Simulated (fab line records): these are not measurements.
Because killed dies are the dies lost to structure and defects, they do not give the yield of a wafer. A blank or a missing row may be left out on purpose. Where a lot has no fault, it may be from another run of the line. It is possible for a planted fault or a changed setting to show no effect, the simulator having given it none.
The tool behind it: which one? / flow nand-harc / 72 wafers from 24 lots sampled at 5 of the route's 1159 steps

== WHAT THE GAUGES READ, wafer by wafer ==
NHARC_P_M2_INSPECT_11. Usual: 3.9 for raw-defect-count, sd 2.5.
lot=L074; measured=day 6 03:19; on=defect-inspect-01; raw-defect-count=3 2 6; flag=
lot=L075; measured=day 6 14:30; on=defect-inspect-01; raw-defect-count=4 4 2; flag=
lot=L076; measured=day 6 17:44; on=defect-inspect-02; raw-defect-count=5 8 5; flag=
lot=L077; measured=day 6 22:41; on=defect-inspect-02; raw-defect-count=2 4 3; flag=
lot=L078; measured=day 7 00:59; on=defect-inspect-01; raw-defect-count=1 2 3; flag=
lot=L080; measured=day 7 16:49; on=defect-inspect-01; raw-defect-count=0 0 3; flag=
lot=L079; measured=day 7 17:10; on=defect-inspect-01; raw-defect-count=1 3 0; flag=
lot=L081; measured=day 8 03:04; on=defect-inspect-01; raw-defect-count=2 3 2; flag=
lot=L082; measured=day 8 06:38; on=defect-inspect-01; raw-defect-count=4 7 7; flag=
lot=L083; measured=day 8 11:10; on=defect-inspect-01; raw-defect-count=2 3 1; flag=
lot=L084; measured=day 8 11:35; on=defect-inspect-02; raw-defect-count=4 5 4; flag=
lot=L087; measured=day 9 08:05; on=defect-inspect-02; raw-defect-count=4 6 2; flag=
lot=L085; measured=day 9 09:10; on=defect-inspect-02; raw-defect-count=5 4 4; flag=
lot=L086; measured=day 9 10:01; on=defect-inspect-02; raw-defect-count=5 4 6; flag=
lot=L089; measured=day 9 19:42; on=defect-inspect-01; raw-defect-count=7 7 5; flag=
lot=L088; measured=day 10 00:26; on=defect-inspect-02; raw-defect-count=3 1 9; flag=
lot=L090; measured=day 10 11:36; on=defect-inspect-02; raw-defect-count=4 4 6; flag=
lot=L092; measured=day 10 15:53; on=defect-inspect-01; raw-defect-count=4 4 2; flag=
lot=L091; measured=day 10 16:21; on=defect-inspect-02; raw-defect-count=7 8 10; flag=
lot=L093; measured=day 11 02:14; on=defect-inspect-02; raw-defect-count=5 0 3; flag=
lot=L094; measured=day 11 03:27; on=defect-inspect-02; raw-defect-count=1 2 1; flag=
lot=L095; measured=day 11 05:43; on=defect-inspect-02; raw-defect-count=3 0 8; flag=
lot=L097; measured=day 11 20:42; on=defect-inspect-02; raw-defect-count=0 1 1; flag=
lot=L096; measured=day 11 21:57; on=defect-inspect-02; raw-defect-count=5 2 3; flag=

NHARC_P_BONDPAD_CD_MEAS_13. Usual: 501.3 nm for cd-nm, sd 1.9.
lot=L074; measured=day 6 08:15; on=cd-sem-03; cd-nm (nm)=503.8 500.4 501.6; flag=
lot=L075; measured=day 6 19:25; on=cd-sem-03; cd-nm (nm)=499.2 500.5 500.8; flag=
lot=L076; measured=day 6 22:44; on=cd-sem-01; cd-nm (nm)=499.6 499.2 502.8; flag=
lot=L077; measured=day 7 03:33; on=cd-sem-03; cd-nm (nm)=501.0 499.2 496.6; flag=
lot=L078; measured=day 7 06:15; on=cd-sem-01; cd-nm (nm)=499.2 501.3 497.0; flag=
lot=L080; measured=day 7 21:58; on=cd-sem-01; cd-nm (nm)=498.6 503.1 500.3; flag=
lot=L079; measured=day 7 22:34; on=cd-sem-03; cd-nm (nm)=502.5 502.9 501.4; flag=
lot=L081; measured=day 8 08:04; on=cd-sem-01; cd-nm (nm)=501.3 499.8 503.8; flag=
lot=L082; measured=day 8 11:38; on=cd-sem-02; cd-nm (nm)=500.0 501.5 503.4; flag=
lot=L083; measured=day 8 15:59; on=cd-sem-03; cd-nm (nm)=498.2 501.9 501.3; flag=
lot=L084; measured=day 8 16:37; on=cd-sem-02; cd-nm (nm)=497.1 498.1 497.8; flag=
lot=L087; measured=day 9 13:03; on=cd-sem-01; cd-nm (nm)=500.2 501.3 502.0; flag=
lot=L085; measured=day 9 13:59; on=cd-sem-01; cd-nm (nm)=501.6 500.7 498.4; flag=
lot=L086; measured=day 9 15:23; on=cd-sem-02; cd-nm (nm)=503.5 503.6 501.4; flag=
lot=L089; measured=day 10 00:44; on=cd-sem-01; cd-nm (nm)=497.9 498.9 502.1; flag=
lot=L088; measured=day 10 05:37; on=cd-sem-03; cd-nm (nm)=502.2 503.5 502.8; flag=
lot=L090; measured=day 10 16:55; on=cd-sem-03; cd-nm (nm)=500.5 501.5 500.5; flag=
lot=L092; measured=day 10 20:52; on=cd-sem-01; cd-nm (nm)=501.6 501.1 497.7; flag=
lot=L091; measured=day 10 21:22; on=cd-sem-02; cd-nm (nm)=500.5 504.6 501.5; flag=
lot=L093; measured=day 11 07:38; on=cd-sem-03; cd-nm (nm)=499.8 504.6 502.4; flag=
lot=L094; measured=day 11 08:52; on=cd-sem-03; cd-nm (nm)=496.7 496.7 498.3; flag=
lot=L095; measured=day 11 10:37; on=cd-sem-03; cd-nm (nm)=502.6 504.9 504.0; flag=
lot=L097; measured=day 12 01:38; on=cd-sem-03; cd-nm (nm)=503.9 504.6 502.8; flag=
lot=L096; measured=day 12 02:52; on=cd-sem-02; cd-nm (nm)=504.5 501.3 502.7; flag=

== WHICH TOOL RAN EACH LOT (tool, then ch and the chambers of the sampled wafers, then the start) ==
lot=L074; NHARC_P_M2_STRIP_18=rie-diel-01 ch 1,2, day 6 03:44; NHARC_P_BONDPAD_CMP_32=cmp-01 ch 0,1, day 6 06:54; NHARC_P_BONDPAD_ETCH_12=rie-diel-11 ch 2,3, day 6 08:15 or earlier
lot=L075; NHARC_P_M2_STRIP_18=rie-diel-03 ch 0,2,3, day 6 14:56; NHARC_P_BONDPAD_CMP_32=cmp-02 ch 2,3, day 6 18:11; NHARC_P_BONDPAD_ETCH_12=rie-diel-06 ch 0,1, day 6 19:25 or earlier
lot=L076; NHARC_P_M2_STRIP_18=rie-diel-03 ch 0,1,3, day 6 18:13; NHARC_P_BONDPAD_CMP_32=cmp-02 ch 0,1,3, day 6 21:23; NHARC_P_BONDPAD_ETCH_12=rie-diel-06 ch 1,2,3, day 6 22:44 or earlier
lot=L077; NHARC_P_M2_STRIP_18=rie-diel-03 ch 1,3, day 6 23:09; NHARC_P_BONDPAD_CMP_32=cmp-03 ch 0,3, day 7 02:20; NHARC_P_BONDPAD_ETCH_12=rie-diel-06 ch 0,1,2, day 7 03:33 or earlier
lot=L078; NHARC_P_M2_STRIP_18=rie-diel-03 ch 0,2,3, day 7 01:28; NHARC_P_BONDPAD_CMP_32=cmp-02 ch 1,2,3, day 7 04:52; NHARC_P_BONDPAD_ETCH_12=rie-diel-06 ch 1,3, day 7 06:15 or earlier
lot=L080; NHARC_P_M2_STRIP_18=rie-diel-03 ch 2,3, day 7 17:18; NHARC_P_BONDPAD_CMP_32=cmp-03 ch 0,3, day 7 20:31; NHARC_P_BONDPAD_ETCH_12=rie-diel-06 ch 1,3, day 7 21:48
lot=L079; NHARC_P_M2_STRIP_18=rie-diel-12 ch 0,1, day 7 17:47; NHARC_P_BONDPAD_CMP_32=cmp-03 ch 0,2, day 7 21:10; NHARC_P_BONDPAD_ETCH_12=rie-diel-06 ch 1,2,3, day 7 22:34 or earlier
lot=L081; NHARC_P_M2_STRIP_18=rie-diel-03 ch 0,1, day 8 03:30; NHARC_P_BONDPAD_CMP_32=cmp-03 ch 1,2,3, day 8 06:46; NHARC_P_BONDPAD_ETCH_12=rie-diel-06 ch 0,1,2, day 8 08:04 or earlier
lot=L082; NHARC_P_M2_STRIP_18=rie-diel-03 ch 2,3, day 8 07:06; NHARC_P_BONDPAD_CMP_32=cmp-01 ch 0,1, day 8 10:17; NHARC_P_BONDPAD_ETCH_12=rie-diel-06 ch 0,1,3, day 8 11:38 or earlier
lot=L083; NHARC_P_M2_STRIP_18=rie-diel-03 ch 0,1,2, day 8 11:38; NHARC_P_BONDPAD_CMP_32=cmp-02 ch 0,1,3, day 8 14:46; NHARC_P_BONDPAD_ETCH_12=rie-diel-11 ch 0,2,3, day 8 15:59 or earlier
lot=L084; NHARC_P_M2_STRIP_18=rie-diel-03 ch 0,1,2, day 8 12:06; NHARC_P_BONDPAD_CMP_32=cmp-02 ch 0,1,2, day 8 15:19; NHARC_P_BONDPAD_ETCH_12=rie-diel-06 ch 0,1, day 8 16:37 or earlier
lot=L087; NHARC_P_M2_STRIP_18=rie-diel-12 ch 0,1,2, day 9 08:34; NHARC_P_BONDPAD_CMP_32=cmp-01 ch 1,2,3, day 9 11:44; NHARC_P_BONDPAD_ETCH_12=rie-diel-06 ch 1,2,3, day 9 13:03 or earlier
lot=L085; NHARC_P_M2_STRIP_18=rie-diel-03 ch 0,2,3, day 9 09:39; NHARC_P_BONDPAD_CMP_32=cmp-01 ch 0,1,2, day 9 12:49; NHARC_P_BONDPAD_ETCH_12=rie-diel-06 ch 0,2,3, day 9 13:59 or earlier
lot=L086; NHARC_P_M2_STRIP_18=rie-diel-03 ch 2,3, day 9 10:27; NHARC_P_BONDPAD_CMP_32=cmp-03 ch 0,2,3, day 9 14:10; NHARC_P_BONDPAD_ETCH_12=rie-diel-06 ch 0,1,2, day 9 15:23 or earlier
lot=L089; NHARC_P_M2_STRIP_18=rie-diel-03 ch 0,3, day 9 20:08; NHARC_P_BONDPAD_CMP_32=cmp-02 ch 1,2, day 9 23:22; NHARC_P_BONDPAD_ETCH_12=rie-diel-06 ch 0,1,2, day 10 00:44 or earlier
lot=L088; NHARC_P_M2_STRIP_18=rie-diel-01 ch 0,3, day 10 00:58; NHARC_P_BONDPAD_CMP_32=cmp-03 ch 1,2,3, day 10 04:14; NHARC_P_BONDPAD_ETCH_12=rie-diel-11 ch 0,2, day 10 05:37 or earlier
lot=L090; NHARC_P_M2_STRIP_18=rie-diel-01 ch 0,1, day 10 12:04; NHARC_P_BONDPAD_CMP_32=cmp-03 ch 1,2,3, day 10 15:36; NHARC_P_BONDPAD_ETCH_12=rie-diel-06 ch 0,2,3, day 10 16:55 or earlier
lot=L092; NHARC_P_M2_STRIP_18=rie-diel-01 ch 0,1,3, day 10 16:22; NHARC_P_BONDPAD_CMP_32=cmp-01 ch 0,2,3, day 10 19:31; NHARC_P_BONDPAD_ETCH_12=rie-diel-06 ch 0,2,3, day 10 20:52 or earlier
lot=L091; NHARC_P_M2_STRIP_18=rie-diel-03 ch 1,3, day 10 16:50; NHARC_P_BONDPAD_CMP_32=cmp-03 ch 0,1,2, day 10 20:05; NHARC_P_BONDPAD_ETCH_12=rie-diel-06 ch 0,1,3, day 10 21:22 or earlier
lot=L093; NHARC_P_M2_STRIP_18=rie-diel-01 ch 0,2,3, day 11 02:47; NHARC_P_BONDPAD_CMP_32=cmp-02 ch 0,1, day 11 06:16; NHARC_P_BONDPAD_ETCH_12=rie-diel-02 ch 0,2,3, day 11 07:38 or earlier
lot=L094; NHARC_P_M2_STRIP_18=rie-diel-01 ch 0,2,3, day 11 03:53; NHARC_P_BONDPAD_CMP_32=cmp-02 ch 0,1,3, day 11 07:19; NHARC_P_BONDPAD_ETCH_12=rie-diel-02 ch 1,2,3, day 11 08:52 or earlier
lot=L095; NHARC_P_M2_STRIP_18=rie-diel-01 ch 0,1,3, day 11 06:09; NHARC_P_BONDPAD_CMP_32=cmp-02 ch 0,2, day 11 09:20; NHARC_P_BONDPAD_ETCH_12=rie-diel-06 ch 0,3, day 11 10:37 or earlier
lot=L097; NHARC_P_M2_STRIP_18=rie-diel-03 ch 0,1,2, day 11 21:11; NHARC_P_BONDPAD_CMP_32=cmp-02 ch 0,1, day 12 00:17; NHARC_P_BONDPAD_ETCH_12=rie-diel-06 ch 1,3, day 12 01:38 or earlier
lot=L096; NHARC_P_M2_STRIP_18=rie-diel-01 ch 1,2, day 11 22:23; NHARC_P_BONDPAD_CMP_32=cmp-02 ch 0,2,3, day 12 01:41; NHARC_P_BONDPAD_ETCH_12=rie-diel-06 ch 2,3, day 12 02:52 or earlier
- NHARC_P_M2_STRIP_18: strips in N2/H2.
- NHARC_P_BONDPAD_CMP_32: polishes SiCN, target thk 200 nm.
- NHARC_P_BONDPAD_ETCH_12: etches the open film in CHF3/O2, target depth 200 nm, time 100 s.

== AS READ BY THE TOOLS THEMSELVES (means over the sampled wafers that have a number; for cases with no such wafer, the mark the record gives instead) ==
NHARC_P_M2_STRIP_18. Usual: drypump-motor-current-A 5.6 A, standard deviation 0.33; oes-product-au 1.003 a.u., standard deviation 0.0079; rf-vpp-V 90.7 V, standard deviation 0.83; showerhead-plenum-p-Torr 2.04 Torr, standard deviation 0.059; throttle-valve-pct 14.171 %, standard deviation 0.01.
lot=L074; tool=rie-diel-01; drypump-motor-current-A (A)=5.3; oes-product-au (a.u.)=1.014; rf-vpp-V (V)=91.8; showerhead-plenum-p-Torr (Torr)=2.10; throttle-valve-pct (%)=14.168; flag=
lot=L075; tool=rie-diel-03; drypump-motor-current-A (A)=5.6; oes-product-au (a.u.)=0.993; rf-vpp-V (V)=90.5; showerhead-plenum-p-Torr (Torr)=2.06; throttle-valve-pct (%)=14.179; flag=
lot=L076; tool=rie-diel-03; drypump-motor-current-A (A)=5.7; oes-product-au (a.u.)=1.002; rf-vpp-V (V)=91.5; showerhead-plenum-p-Torr (Torr)=2.08; throttle-valve-pct (%)=14.174; flag=
lot=L077; tool=rie-diel-03; drypump-motor-current-A (A)=5.8; oes-product-au (a.u.)=0.995; rf-vpp-V (V)=90.2; showerhead-plenum-p-Torr (Torr)=2.04; throttle-valve-pct (%)=14.165; flag=
lot=L078; tool=rie-diel-03; drypump-motor-current-A (A)=5.6; oes-product-au (a.u.)=1.004; rf-vpp-V (V)=90.9; showerhead-plenum-p-Torr (Torr)=2.06; throttle-valve-pct (%)=14.172; flag=
lot=L080; tool=rie-diel-03; drypump-motor-current-A (A)=5.5; oes-product-au (a.u.)=1.006; rf-vpp-V (V)=91.2; showerhead-plenum-p-Torr (Torr)=2.02; throttle-valve-pct (%)=14.168; flag=
lot=L079; tool=rie-diel-12; drypump-motor-current-A (A)=5.8; oes-product-au (a.u.)=1.010; rf-vpp-V (V)=91.5; showerhead-plenum-p-Torr (Torr)=2.07; throttle-valve-pct (%)=14.175; flag=
lot=L081; tool=rie-diel-03; drypump-motor-current-A (A)=5.6; oes-product-au (a.u.)=0.999; rf-vpp-V (V)=90.7; showerhead-plenum-p-Torr (Torr)=2.09; throttle-valve-pct (%)=14.174; flag=
lot=L082; tool=rie-diel-03; drypump-motor-current-A (A)=5.5; oes-product-au (a.u.)=0.994; rf-vpp-V (V)=90.8; showerhead-plenum-p-Torr (Torr)=2.02; throttle-valve-pct (%)=14.160; flag=
lot=L083; tool=rie-diel-03; drypump-motor-current-A (A)=5.5; oes-product-au (a.u.)=1.006; rf-vpp-V (V)=90.9; showerhead-plenum-p-Torr (Torr)=2.04; throttle-valve-pct (%)=14.166; flag=
lot=L084; tool=rie-diel-03; drypump-motor-current-A (A)=5.5; oes-product-au (a.u.)=1.008; rf-vpp-V (V)=90.8; showerhead-plenum-p-Torr (Torr)=2.04; throttle-valve-pct (%)=14.178; flag=
lot=L087; tool=rie-diel-12; drypump-motor-current-A (A)=5.9; oes-product-au (a.u.)=0.999; rf-vpp-V (V)=90.3; showerhead-plenum-p-Torr (Torr)=2.02; throttle-valve-pct (%)=14.184; flag=
lot=L085; tool=rie-diel-03; drypump-motor-current-A (A)=5.6; oes-product-au (a.u.)=1.006; rf-vpp-V (V)=90.2; showerhead-plenum-p-Torr (Torr)=2.06; throttle-valve-pct (%)=14.175; flag=
lot=L086; tool=rie-diel-03; drypump-motor-current-A (A)=5.6; oes-product-au (a.u.)=1.008; rf-vpp-V (V)=90.6; showerhead-plenum-p-Torr (Torr)=2.02; throttle-valve-pct (%)=14.175; flag=
lot=L089; tool=rie-diel-03; drypump-motor-current-A (A)=5.8; oes-product-au (a.u.)=1.001; rf-vpp-V (V)=91.1; showerhead-plenum-p-Torr (Torr)=2.10; throttle-valve-pct (%)=14.180; flag=
lot=L088; tool=rie-diel-01; drypump-motor-current-A (A)=5.9; oes-product-au (a.u.)=0.998; rf-vpp-V (V)=90.4; showerhead-plenum-p-Torr (Torr)=2.01; throttle-valve-pct (%)=14.159; flag=
lot=L090; tool=rie-diel-01; drypump-motor-current-A (A)=5.5; oes-product-au (a.u.)=1.012; rf-vpp-V (V)=91.5; showerhead-plenum-p-Torr (Torr)=2.10; throttle-valve-pct (%)=14.172; flag=
lot=L092; tool=rie-diel-01; drypump-motor-current-A (A)=5.8; oes-product-au (a.u.)=1.007; rf-vpp-V (V)=90.1; showerhead-plenum-p-Torr (Torr)=2.05; throttle-valve-pct (%)=14.168; flag=
lot=L091; tool=rie-diel-03; drypump-motor-current-A (A)=5.8; oes-product-au (a.u.)=0.997; rf-vpp-V (V)=90.8; showerhead-plenum-p-Torr (Torr)=2.07; throttle-valve-pct (%)=14.180; flag=
lot=L093; tool=rie-diel-01; drypump-motor-current-A (A)=5.7; oes-product-au (a.u.)=1.000; rf-vpp-V (V)=90.1; showerhead-plenum-p-Torr (Torr)=2.00; throttle-valve-pct (%)=14.177; flag=
lot=L094; tool=rie-diel-01; drypump-motor-current-A (A)=5.6; oes-product-au (a.u.)=1.001; rf-vpp-V (V)=90.3; showerhead-plenum-p-Torr (Torr)=2.00; throttle-valve-pct (%)=14.173; flag=
lot=L095; tool=rie-diel-01; drypump-motor-current-A (A)=5.8; oes-product-au (a.u.)=1.006; rf-vpp-V (V)=89.9; showerhead-plenum-p-Torr (Torr)=2.05; throttle-valve-pct (%)=14.180; flag=
lot=L097; tool=rie-diel-03; drypump-motor-current-A (A)=5.5; oes-product-au (a.u.)=1.000; rf-vpp-V (V)=90.6; showerhead-plenum-p-Torr (Torr)=2.04; throttle-valve-pct (%)=14.165; flag=
lot=L096; tool=rie-diel-01; drypump-motor-current-A (A)=5.3; oes-product-au (a.u.)=1.000; rf-vpp-V (V)=91.4; showerhead-plenum-p-Torr (Torr)=2.09; throttle-valve-pct (%)=14.175; flag=

NHARC_P_BONDPAD_CMP_32. Usual: motor-current-A 11.6 A, standard deviation 1.1; pad-life-wafers 226, standard deviation 150.
lot=L074; tool=cmp-01; motor-current-A (A)=11.0; pad-life-wafers=204; flag=
lot=L075; tool=cmp-02; motor-current-A (A)=12.0; pad-life-wafers=36; flag=
lot=L076; tool=cmp-02; motor-current-A (A)=10.8; pad-life-wafers=61; flag=
lot=L077; tool=cmp-03; motor-current-A (A)=11.0; pad-life-wafers=438; flag=
lot=L078; tool=cmp-02; motor-current-A (A)=12.1; pad-life-wafers=103; flag=
lot=L080; tool=cmp-03; motor-current-A (A)=11.4; pad-life-wafers=18; flag=
lot=L079; tool=cmp-03; motor-current-A (A)=12.4; pad-life-wafers=26; flag=
lot=L081; tool=cmp-03; motor-current-A (A)=11.8; pad-life-wafers=87; flag=
lot=L082; tool=cmp-01; motor-current-A (A)=11.3; pad-life-wafers=468; flag=
lot=L083; tool=cmp-02; motor-current-A (A)=11.0; pad-life-wafers=325; flag=
lot=L084; tool=cmp-02; motor-current-A (A)=11.4; pad-life-wafers=332; flag=
lot=L087; tool=cmp-01; motor-current-A (A)=11.8; pad-life-wafers=74; flag=
lot=L085; tool=cmp-01; motor-current-A (A)=11.4; pad-life-wafers=80; flag=
lot=L086; tool=cmp-03; motor-current-A (A)=11.8; pad-life-wafers=248; flag=
lot=L089; tool=cmp-02; motor-current-A (A)=12.3; pad-life-wafers=492; flag=
lot=L088; tool=cmp-03; motor-current-A (A)=12.1; pad-life-wafers=320; flag=
lot=L090; tool=cmp-03; motor-current-A (A)=12.2; pad-life-wafers=404; flag=
lot=L092; tool=cmp-01; motor-current-A (A)=11.7; pad-life-wafers=289; flag=
lot=L091; tool=cmp-03; motor-current-A (A)=12.8; pad-life-wafers=440; flag=
lot=L093; tool=cmp-02; motor-current-A (A)=11.2; pad-life-wafers=120; flag=
lot=L094; tool=cmp-02; motor-current-A (A)=11.0; pad-life-wafers=133; flag=
lot=L095; tool=cmp-02; motor-current-A (A)=11.1; pad-life-wafers=169; flag=
lot=L097; tool=cmp-02; motor-current-A (A)=10.7; pad-life-wafers=270; flag=
lot=L096; tool=cmp-02; motor-current-A (A)=11.3; pad-life-wafers=284; flag=

NHARC_P_BONDPAD_ETCH_12. Usual: drypump-motor-current-A 6.0 A, standard deviation 0.44; oes-product-au 0.952 a.u., standard deviation 0.024; rf-vpp-V 371.4 V, standard deviation 1.8; showerhead-plenum-p-Torr 2.43 Torr, standard deviation 0.074; throttle-valve-pct 20.573 %, standard deviation 0.0089.
lot=L074; tool=rie-diel-11; drypump-motor-current-A (A)=5.8; oes-product-au (a.u.)=0.992; rf-vpp-V (V)=368.8; showerhead-plenum-p-Torr (Torr)=2.34; throttle-valve-pct (%)=20.565; flag=
lot=L075; tool=rie-diel-06; drypump-motor-current-A (A)=6.1; oes-product-au (a.u.)=0.935; rf-vpp-V (V)=372.1; showerhead-plenum-p-Torr (Torr)=2.45; throttle-valve-pct (%)=20.577; flag=
lot=L076; tool=rie-diel-06; drypump-motor-current-A (A)=5.9; oes-product-au (a.u.)=0.978; rf-vpp-V (V)=372.3; showerhead-plenum-p-Torr (Torr)=2.46; throttle-valve-pct (%)=20.568; flag=
lot=L077; tool=rie-diel-06; drypump-motor-current-A (A)=5.9; oes-product-au (a.u.)=0.924; rf-vpp-V (V)=371.8; showerhead-plenum-p-Torr (Torr)=2.44; throttle-valve-pct (%)=20.565; flag=
lot=L078; tool=rie-diel-06; drypump-motor-current-A (A)=5.7; oes-product-au (a.u.)=0.930; rf-vpp-V (V)=373.3; showerhead-plenum-p-Torr (Torr)=2.50; throttle-valve-pct (%)=20.578; flag=
lot=L080; tool=rie-diel-06; drypump-motor-current-A (A)=6.0; oes-product-au (a.u.)=0.927; rf-vpp-V (V)=373.1; showerhead-plenum-p-Torr (Torr)=2.50; throttle-valve-pct (%)=20.575; flag=
lot=L079; tool=rie-diel-06; drypump-motor-current-A (A)=5.9; oes-product-au (a.u.)=0.951; rf-vpp-V (V)=371.8; showerhead-plenum-p-Torr (Torr)=2.46; throttle-valve-pct (%)=20.576; flag=
lot=L081; tool=rie-diel-06; drypump-motor-current-A (A)=5.9; oes-product-au (a.u.)=0.939; rf-vpp-V (V)=371.7; showerhead-plenum-p-Torr (Torr)=2.44; throttle-valve-pct (%)=20.566; flag=
lot=L082; tool=rie-diel-06; drypump-motor-current-A (A)=6.0; oes-product-au (a.u.)=0.974; rf-vpp-V (V)=372.0; showerhead-plenum-p-Torr (Torr)=2.48; throttle-valve-pct (%)=20.574; flag=
lot=L083; tool=rie-diel-11; drypump-motor-current-A (A)=6.1; oes-product-au (a.u.)=0.928; rf-vpp-V (V)=369.2; showerhead-plenum-p-Torr (Torr)=2.30; throttle-valve-pct (%)=20.573; flag=
lot=L084; tool=rie-diel-06; drypump-motor-current-A (A)=5.7; oes-product-au (a.u.)=0.963; rf-vpp-V (V)=372.6; showerhead-plenum-p-Torr (Torr)=2.48; throttle-valve-pct (%)=20.572; flag=
lot=L087; tool=rie-diel-06; drypump-motor-current-A (A)=5.9; oes-product-au (a.u.)=0.932; rf-vpp-V (V)=372.2; showerhead-plenum-p-Torr (Torr)=2.46; throttle-valve-pct (%)=20.566; flag=
lot=L085; tool=rie-diel-06; drypump-motor-current-A (A)=6.2; oes-product-au (a.u.)=0.982; rf-vpp-V (V)=370.7; showerhead-plenum-p-Torr (Torr)=2.44; throttle-valve-pct (%)=20.572; flag=
lot=L086; tool=rie-diel-06; drypump-motor-current-A (A)=5.9; oes-product-au (a.u.)=0.937; rf-vpp-V (V)=372.0; showerhead-plenum-p-Torr (Torr)=2.44; throttle-valve-pct (%)=20.577; flag=
lot=L089; tool=rie-diel-06; drypump-motor-current-A (A)=5.9; oes-product-au (a.u.)=0.981; rf-vpp-V (V)=371.0; showerhead-plenum-p-Torr (Torr)=2.44; throttle-valve-pct (%)=20.573; flag=
lot=L088; tool=rie-diel-11; drypump-motor-current-A (A)=5.7; oes-product-au (a.u.)=0.974; rf-vpp-V (V)=368.2; showerhead-plenum-p-Torr (Torr)=2.29; throttle-valve-pct (%)=20.575; flag=
lot=L090; tool=rie-diel-06; drypump-motor-current-A (A)=6.2; oes-product-au (a.u.)=0.971; rf-vpp-V (V)=370.9; showerhead-plenum-p-Torr (Torr)=2.44; throttle-valve-pct (%)=20.580; flag=
lot=L092; tool=rie-diel-06; drypump-motor-current-A (A)=6.2; oes-product-au (a.u.)=0.928; rf-vpp-V (V)=370.7; showerhead-plenum-p-Torr (Torr)=2.44; throttle-valve-pct (%)=20.574; flag=
lot=L091; tool=rie-diel-06; drypump-motor-current-A (A)=6.0; oes-product-au (a.u.)=0.942; rf-vpp-V (V)=372.3; showerhead-plenum-p-Torr (Torr)=2.47; throttle-valve-pct (%)=20.580; flag=
lot=L093; tool=rie-diel-02; drypump-motor-current-A (A)=6.0; oes-product-au (a.u.)=0.921; rf-vpp-V (V)=369.4; showerhead-plenum-p-Torr (Torr)=2.36; throttle-valve-pct (%)=20.582; flag=
lot=L094; tool=rie-diel-02; drypump-motor-current-A (A)=6.1; oes-product-au (a.u.)=0.927; rf-vpp-V (V)=370.0; showerhead-plenum-p-Torr (Torr)=2.36; throttle-valve-pct (%)=20.567; flag=
lot=L095; tool=rie-diel-06; drypump-motor-current-A (A)=6.3; oes-product-au (a.u.)=0.981; rf-vpp-V (V)=371.8; showerhead-plenum-p-Torr (Torr)=2.48; throttle-valve-pct (%)=20.580; flag=
lot=L097; tool=rie-diel-06; drypump-motor-current-A (A)=5.7; oes-product-au (a.u.)=0.967; rf-vpp-V (V)=373.0; showerhead-plenum-p-Torr (Torr)=2.49; throttle-valve-pct (%)=20.578; flag=
lot=L096; tool=rie-diel-06; drypump-motor-current-A (A)=6.2; oes-product-au (a.u.)=0.982; rf-vpp-V (V)=372.2; showerhead-plenum-p-Torr (Torr)=2.46; throttle-valve-pct (%)=20.575; flag=

== THE ANSWER, worked out from the rows above alone ==
Rule: take the mean of a lot's wafers that have a number; if it is more than 3 standard deviations from the usual mean, the lot is off. A lot without any number at a reading at which 4 lots or more have one is off too. Where the step has rows for the other lots, those lots are counted as sound. The gauges are gone through in route order, then the tools' own readings, and for those a lot's mean is taken as printed above. At the first step where some lot is off, the reading lying furthest off is the one used; lots without a number count as furthest.
None of the lots is off at any reading shown; this tells nothing.

== WHAT THE SIMULATOR PUT IN ==
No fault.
